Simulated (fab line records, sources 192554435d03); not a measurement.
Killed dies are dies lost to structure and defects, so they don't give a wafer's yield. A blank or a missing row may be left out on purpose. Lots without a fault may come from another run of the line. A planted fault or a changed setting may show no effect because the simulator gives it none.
One fault seen from 3 desks | flow n5_finfet | each desk has only its own numbers; what lay behind them comes last

THE DEFECT DESK
What the inspections along the route counted, lot by lot: means of the sampled wafers that have a number. A lot is out of limits, marked OUT, if its mean lies more than 4 standard deviations from the usual mean; the brackets give that distance.
Columns: A = raw_defect_count at N5_BEOL_M12_INSPECT_30, usual 1.9
lot  | first seen here | A
L657 | day 11 07:29    | 2.7
L664 | day 12 15:13    | 0.3
L660 | day 12 21:59    | 1.3
L672 | day 15 04:38    | 2.3
L675 | day 15 17:47    | 1.5
L680 | day 17 04:40    | 2.0
This desk's finding: nothing out of limits on any of the 6 lots.

THE TOOL OWNER'S DESK: rie_diel-06
The tool's own readings at N5_BEOL_M12_ETCH_38 (etches SiCN in CF4/N2, target depth 68.7 nm, time 73.4 s): means of the sampled wafers that have a number, for each lot that ran on this tool. A lot is out of limits, marked OUT, if its mean lies more than 4 standard deviations from the usual mean; the brackets give that distance.
Columns: A = cf4_flow_sccm at N5_BEOL_M12_ETCH_38, usual 60.00 sccm; B = drypump_motor_current_A at N5_BEOL_M12_ETCH_38, usual 6.0 A; C = oes_product_au at N5_BEOL_M12_ETCH_38, usual 0.79 a.u.; D = rf_fwd_power_W at N5_BEOL_M12_ETCH_38, usual 428.1 W; E = rf_vpp_V at N5_BEOL_M12_ETCH_38, usual 382.2 V; F = showerhead_plenum_p_Torr at N5_BEOL_M12_ETCH_38, usual 2.20 Torr; G = throttle_valve_pct at N5_BEOL_M12_ETCH_38, usual 15.35 %
lot  | first seen here | A     | B   | C    | D     | E     | F    | G
L657 | day 11 09:34    | 59.79 | 5.7 | 0.73 | 426.1 | 381.4 | 2.17 | 15.39
L664 | day 12 17:19    | 59.90 | 6.2 | 0.72 | 426.2 | 381.2 | 2.18 | 15.36
L672 | day 15 07:02    | 60.11 | 6.4 | 0.72 | 428.2 | 381.5 | 2.23 | 15.45
L675 | day 15 20:04    | 60.14 | 5.3 | 0.83 | 428.4 | 380.6 | 2.13 | 15.22
This desk's finding: nothing out of limits on any of the 4 lots.

THE METROLOGY DESK
What the gauges read, lot by lot, whatever tool the lot ran on: means of the sampled wafers that have a number. A lot is out of limits, marked OUT, if its mean lies more than 4 standard deviations from the usual mean; the brackets give that distance.
Columns: A = cd_nm at N5_BEOL_M12_CD_MEAS_28, usual 160.4 nm; B = M12_OVL at N5_BEOL_M12_OVL_MEAS_29, usual 0 nm; C = trench_depth_nm at N5_BEOL_M12_OCD_MEAS_35, usual 316 nm; D = M12_THK at N5_BEOL_M12_THK_MEAS_50, usual 320 nm
lot  | first seen here | A     | B  | C   | D
L657 | day 11 07:25    | 159.4 | -1 | 321 | 324
L664 | day 12 15:10    | 159.0 | 1  | 315 | 319
L660 | day 12 21:56    | 159.1 | 0  | 320 | 324
L672 | day 15 04:35    | 158.8 | 3  | 316 | 323
L675 | day 15 17:44    | 157.2 | 3  | 313 | 318
L680 | day 17 04:37    | 161.6 | 0  | 317 | 320
This desk's finding: nothing out of limits on any of the 6 lots.

PUT TOGETHER
The defect desk saw nothing out of limits.
The tool owner's desk saw nothing out of limits.
The metrology desk saw nothing out of limits.

WHAT THE SIMULATOR HAD PUT IN
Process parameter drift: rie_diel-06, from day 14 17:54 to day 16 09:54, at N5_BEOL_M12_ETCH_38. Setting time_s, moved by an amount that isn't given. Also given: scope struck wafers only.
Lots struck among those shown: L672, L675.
